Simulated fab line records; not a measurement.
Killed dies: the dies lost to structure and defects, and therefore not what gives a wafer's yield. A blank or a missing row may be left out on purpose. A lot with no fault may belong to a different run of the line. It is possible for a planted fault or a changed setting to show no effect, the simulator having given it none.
Which tool was responsible?    flow n5Finfet    10 lots, 30 wafers sampled, at 5 steps of a route of 1938

WHAT THE GAUGES READ, wafer by wafer
N5_PMOS_HMC_CHANNEL_EPI_OVL_MEAS_10. Usual: PMOS_HMC_BLK_OVL 0.1 nm, standard deviation 0.71.
lot   measured     on          PMOS_HMC_BLK_OVL (nm)  flag
L264  day 1 17:16  overlay-02  -0.6 -0.9 0.8          
L268  day 2 17:13  overlay-01  0.7 -0.3 0.4           
L271  day 3 10:59  overlay-02  -0.9 -0.4 -0.4         
L272  day 3 17:02  overlay-02  0.9 0.7 1.6            
L273  day 3 23:29  overlay-01  0.1 -0.7 -0.4          
L282  day 6 05:51  overlay-01  0.4 -0.4 0.3           
L284  day 6 17:51  overlay-02  0.1 0.1 -0.1           
L285  day 6 23:02  overlay-01  -1.3 -0.8 -0.5         
L286  day 7 05:23  overlay-02  0.5 0.7 -0.6           
L287  day 7 11:10  overlay-02  0.5 1.5 0.9            

N5_PMOS_HMC_CHANNEL_EPI_INSPECT_11: inspects for defects (macro). Usual: 2.1 for rawDefectCount, sd 1.4.
lot   measured     on                rawDefectCount  flag
L264  day 1 17:17  defectInspect-02  1 3 1           
L268  day 2 17:15  defectInspect-02  2 2 4           
L271  day 3 11:00  defectInspect-01  1 3 1           
L272  day 3 17:04  defectInspect-01  2 1 3           
L273  day 3 23:30  defectInspect-01  1 0 1           
L282  day 6 05:52  defectInspect-02  4 2 1           
L284  day 6 17:52  defectInspect-02  0 3 2           
L285  day 6 23:04  defectInspect-02  0 7 1           
L286  day 7 05:24  defectInspect-01  1 4 2           
L287  day 7 11:11  defectInspect-01  2 0 4           

N5_BEOL_M4_RC_MEAS_101. Usual: DIBL_N 36.3 mV/V, standard deviation 1.8; DIBL_P 36.5 mV/V, standard deviation 2.1; IOFF_N 0.16 nA/um, standard deviation 0.031; IOFF_P 0.22 nA/um, standard deviation 0.038; ION_N 677 uA/um, standard deviation 12; ION_P 466 uA/um, standard deviation 7.8; SS_N 71.5 mV/dec, standard deviation 0.61; SS_P 73.2 mV/dec, standard deviation 0.7; VT_N 249 mV, standard deviation 3; VT_P -248.9 mV, standard deviation 3.
lot   measured      on         DIBL_N (mV/V)   DIBL_P (mV/V)   IOFF_N (nA/um)  IOFF_P (nA/um)  ION_N (uA/um)  ION_P (uA/um)  SS_N (mV/dec)   SS_P (mV/dec)   VT_N (mV)    VT_P (mV)             flag
L264  day 8 19:02   prober-02  34.6 36.4 34.8  35.1 37.0 34.2  0.14 0.17 0.13  0.22 0.24 0.21  676 682 662    472 474 464    71.2 70.5 71.4  73.5 73.3 72.3  251 246 252  -245.7 -246.0 -249.5  
L268  day 9 15:04   prober-02  38.6 36.0 37.0  37.6 36.0 36.9  0.19 0.16 0.17  0.25 0.23 0.23  681 691 694    468 473 472    71.4 71.2 70.9  74.4 73.8 73.6  248 247 248  -248.4 -246.6 -249.9  
L271  day 10 01:01  prober-02  35.5 34.6 39.3  37.0 35.8 42.0  0.17 0.15 0.28  0.27 0.24 0.38  689 687 708    478 480 488    71.1 71.0 72.2  73.5 72.2 73.6  246 249 238  -243.1 -246.4 -240.6  
L272  day 10 10:07  prober-02  36.3 34.8 38.2  36.3 34.0 39.1  0.14 0.12 0.18  0.18 0.15 0.22  665 664 693    455 455 465    71.3 71.0 70.9  73.1 72.9 74.1  252 256 249  -255.5 -258.4 -252.0  
L273  day 10 18:19  prober-02  34.3 34.2 34.7  34.6 35.0 35.8  0.14 0.15 0.14  0.21 0.21 0.21  661 677 662    460 472 460    71.6 71.1 72.2  73.9 73.3 73.0  251 250 252  -247.7 -246.4 -247.3  
L282  day 12 17:35  prober-02  34.9 37.3 34.2  35.1 38.4 34.0  0.15 0.20 0.14  0.21 0.25 0.18  681 686 664    469 470 462    71.1 71.6 71.3  72.8 73.8 72.1  247 247 251  -249.8 -248.2 -254.4  
L284  day 13 12:35  prober-02  33.1 34.5 35.5  33.0 34.4 35.7  0.12 0.14 0.16  0.19 0.21 0.23  661 685 669    466 470 469    70.7 70.8 70.9  71.9 73.4 72.7  255 251 248  -247.7 -247.6 -248.0  
L285  day 13 19:41  prober-02  32.2 32.5 33.8  32.2 32.5 33.8  0.10 0.11 0.12  0.15 0.15 0.17  641 671 650    449 462 453    70.8 70.4 70.7  72.1 72.4 72.5  256 255 253  -254.0 -252.8 -252.0  
L286  day 14 04:28  prober-01  36.1 36.2 36.2  36.8 36.5 37.3  0.17 0.16 0.16  0.23 0.23 0.25  682 682 683    469 475 467    71.8 71.7 71.4  73.2 72.9 73.1  248 248 249  -249.1 -246.7 -244.5  
L287  day 14 01:23  prober-01  34.1 34.1 38.3  35.5 34.8 40.8  0.14 0.14 0.23  0.20 0.19 0.31  680 661 698    469 457 477    71.8 71.4 71.7  72.6 72.4 73.5  250 249 245  -250.0 -249.1 -246.5  

EACH LOT AND THE TOOL THAT RAN IT (in order: tool; ch and the chambers of the sampled wafers; start)
lot   N5_PMOS_HMC_CHANNEL_EPI_FIN_RECESS_16  N5_FIN_SAQP_ALD_61
L264  rieSi-05 ch 2,3, day 1 17:50           aldSin-04 ch 1,2,3, day 1 20:35
L268  rieSi-05 ch 0,2,3, day 2 17:44         aldSin-03 ch 0,2,3, day 2 20:09
L271  rieSi-04 ch 0,1, day 3 11:29           aldSin-03 ch 0,2,3, day 3 15:09
L272  rieSi-05 ch 0,1, day 3 18:05           aldSin-03 ch 0,1, day 3 20:37
L273  rieSi-02 ch 1,2,3, day 3 23:59         aldSin-03 ch 1,2,3, day 4 03:35
L282  rieSi-02 ch 0,1,3, day 6 06:25         aldSin-04 ch 0,1,3, day 6 08:56
L284  rieSi-04 ch 1,2,3, day 6 18:28         aldSin-02 ch 1,3, day 6 21:12
L285  rieSi-02 ch 1,2, day 6 23:46           aldSin-03 ch 0,2,3, day 7 02:17
L286  rieSi-05 ch 0,1,2, day 7 05:53         aldSin-04 ch 1,3, day 7 08:25
L287  rieSi-04 ch 1,2,3, day 7 11:41         aldSin-04 ch 0,1,2, day 7 14:11
- N5_PMOS_HMC_CHANNEL_EPI_FIN_RECESS_16: chemistry HBr/Cl2, target Si, target depth 54 nm, time 18 s.
- N5_FIN_SAQP_ALD_61: deposits SiO2, target thk 4 nm, pulse time 1 s, purge time 2 s.

WHAT THE TOOLS THEMSELVES READ (means of the sampled wafers that have a number; where no wafer has one, the mark that the record gives instead)
N5_PMOS_HMC_CHANNEL_EPI_FIN_RECESS_16. Usual: drypumpMotorCurrentA 5.8 A, standard deviation 0.39; oesProductAu 0.995 a.u., standard deviation 0.016; throttleValvePct 35.54 %, standard deviation 0.28.
lot   tool      drypumpMotorCurrentA (A)  oesProductAu (a.u.)  throttleValvePct (%)  flag
L264  rieSi-05  6.4                       0.992                35.80                 
L268  rieSi-05  6.1                       0.991                35.64                 
L271  rieSi-04  5.3                       0.983                35.44                 
L272  rieSi-05  5.6                       1.008                35.55                 
L273  rieSi-02  5.8                       0.988                35.50                 
L282  rieSi-02  6.0                       0.991                35.57                 
L284  rieSi-04  5.6                       0.995                35.56                 
L285  rieSi-02  5.7                       0.990                35.27                 
L286  rieSi-05  5.9                       1.006                35.71                 
L287  rieSi-04  5.7                       0.998                35.57                 

N5_FIN_SAQP_ALD_61. Usual: heaterPowerW 478 W, standard deviation 42; precursorPulseHeightRel 1.001, standard deviation 0.019; susceptorTempC 300.02 C, standard deviation 0.19.
lot   tool       heaterPowerW (W)  precursorPulseHeightRel  susceptorTempC (C)  flag
L264  aldSin-04  524               0.984                    300.04              
L268  aldSin-03  467               1.020                    300.01              
L271  aldSin-03  462               1.013                    299.93              
L272  aldSin-03  494               0.985                    299.91              
L273  aldSin-03  479               1.007                    299.98              
L282  aldSin-04  503               1.001                    299.87              
L284  aldSin-02  444               1.001                    299.89              
L285  aldSin-03  466               1.008                    299.80              
L286  aldSin-04  537               1.005                    299.94              
L287  aldSin-04  483               1.017                    299.90              

THE ANSWER, worked out from the rows above alone
Rule: lot off if the mean of its wafers having a number is beyond 3 standard deviations from the usual mean. Also off: a lot with no number at a reading for which 4 or more lots have one. The other lots that the step has rows for count as sound. First the gauges in route order, then the tools' own readings, where a lot's mean is used as printed above. The first step at which some lot is off is used, and at that step the reading that is off furthest; a lot without a number counts as furthest.
None of the lots is off at any reading shown; this tells nothing.

WHAT HAD BEEN PUT IN BY THE SIMULATOR
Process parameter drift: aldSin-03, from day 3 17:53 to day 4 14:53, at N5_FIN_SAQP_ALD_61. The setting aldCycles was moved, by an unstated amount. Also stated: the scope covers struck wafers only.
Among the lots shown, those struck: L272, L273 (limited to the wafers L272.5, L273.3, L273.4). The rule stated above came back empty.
